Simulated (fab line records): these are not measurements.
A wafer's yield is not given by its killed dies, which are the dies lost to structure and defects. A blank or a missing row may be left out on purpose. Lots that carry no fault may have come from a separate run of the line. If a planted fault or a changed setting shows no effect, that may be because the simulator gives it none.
Matching of chambers | flow n5_finfet | N5_BEOL_M5_DEP_56 on pecvd-03 has 3 sister chambers
The step deposits SiCN from 3MS/NH3, target thk 8 nm, time 14 s. 22 wafers are shown with their chamber, then 11 later ones without.

== WAFERS, EACH WITH ITS CHAMBER ==
wafer  | chamber | showerhead_plenum_p_Torr (Torr) | throttle_valve_pct (%)
L075.3 | 0       | 3.657                           | 9.0
L075.4 | 2       | 3.657                           | 9.1
L075.5 | 0       | 3.663                           | 8.9
L077.1 | 0       | 3.674                           | 8.6
L077.2 | 2       | 3.640                           | 9.2
L077.3 | 1       | 3.664                           | 9.0
L077.4 | 1       | 3.679                           | 9.1
L077.5 | 2       | 3.656                           | 9.1
L077.6 | 0       | 3.668                           | 8.9
L078.1 | 1       | 3.662                           | 8.9
L078.2 | 0       | 3.671                           | 9.1
L078.4 | 0       | 3.661                           | 8.9
L078.3 | 1       | 3.680                           | 9.3
L078.5 | 1       | 3.668                           | 9.2
L078.6 | 0       | 3.658                           | 8.8
L083.3 | 1       | 3.677                           | 9.0
L083.5 | 0       | 3.670                           | 8.9
L083.6 | 2       | 3.644                           | 8.3
L084.1 | 1       | 3.674                           | 9.1
L084.2 | 2       | 3.653                           | 8.5
L084.3 | 0       | 3.667                           | 9.2
L084.4 | 0       | 3.669                           | 9.1

SIGNATURES (averages over the wafers above)
reading                  | chamber 0 | chamber 1 | chamber 2 | scatter within a chamber
showerhead_plenum_p_Torr | 3.66580   | 3.67200   | 3.65000   | 0.00669
throttle_valve_pct       | 8.940     | 9.086     | 8.840     | 0.234
Rule: a wafer's distance from a chamber is the root of the sum, over the readings, of the square of ((its reading less the chamber's mean) divided by the reading's scatter). If the next closest chamber is less than 2 further off than the closest, the wafer can't be placed; otherwise it belongs to the closest. The scatter: take each reading less its chamber's mean, square it, sum over the shown wafers, divide by the number of wafers less the number of chambers, and take the root.

== WAFERS WITHOUT THEIR CHAMBER ==
wafer  | showerhead_plenum_p_Torr (Torr) | throttle_valve_pct (%)
L084.5 | 3.645                           | 8.3
L084.6 | 3.675                           | 9.2
L089.3 | 3.673                           | 9.2
L089.5 | 3.676                           | 9.4
L089.6 | 3.641                           | 8.2
L088.1 | 3.661                           | 9.4
L088.2 | 3.653                           | 8.6
L088.5 | 3.656                           | 8.1
L096.1 | 3.638                           | 8.5
L096.2 | 3.666                           | 9.0
L096.4 | 3.673                           | 9.3

== CHAMBER TAKEN BY EACH ==
wafer  | from the rows above          | in truth
L084.5 | can't be placed: 2 or 0      | 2
L084.6 | can't be placed: 1 or 0      | 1
L089.3 | can't be placed: 1 or 0      | 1
L089.5 | can't be placed: 1 or 0      | 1
L089.6 | can't be placed: 2 or 0      | 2
L088.1 | can't be placed: 0 or 1 or 2 | 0
L088.2 | can't be placed: 2 or 0      | 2
L088.5 | can't be placed: 2 or 0 or 1 | 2
L096.1 | 2                            | 2
L096.2 | can't be placed: 0 or 1      | 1
L096.4 | can't be placed: 1 or 0      | 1
1 of 11 placed correctly. Can't be placed from these rows: 10 (the true chamber is among the candidates in 10). Wrongly placed: 0.
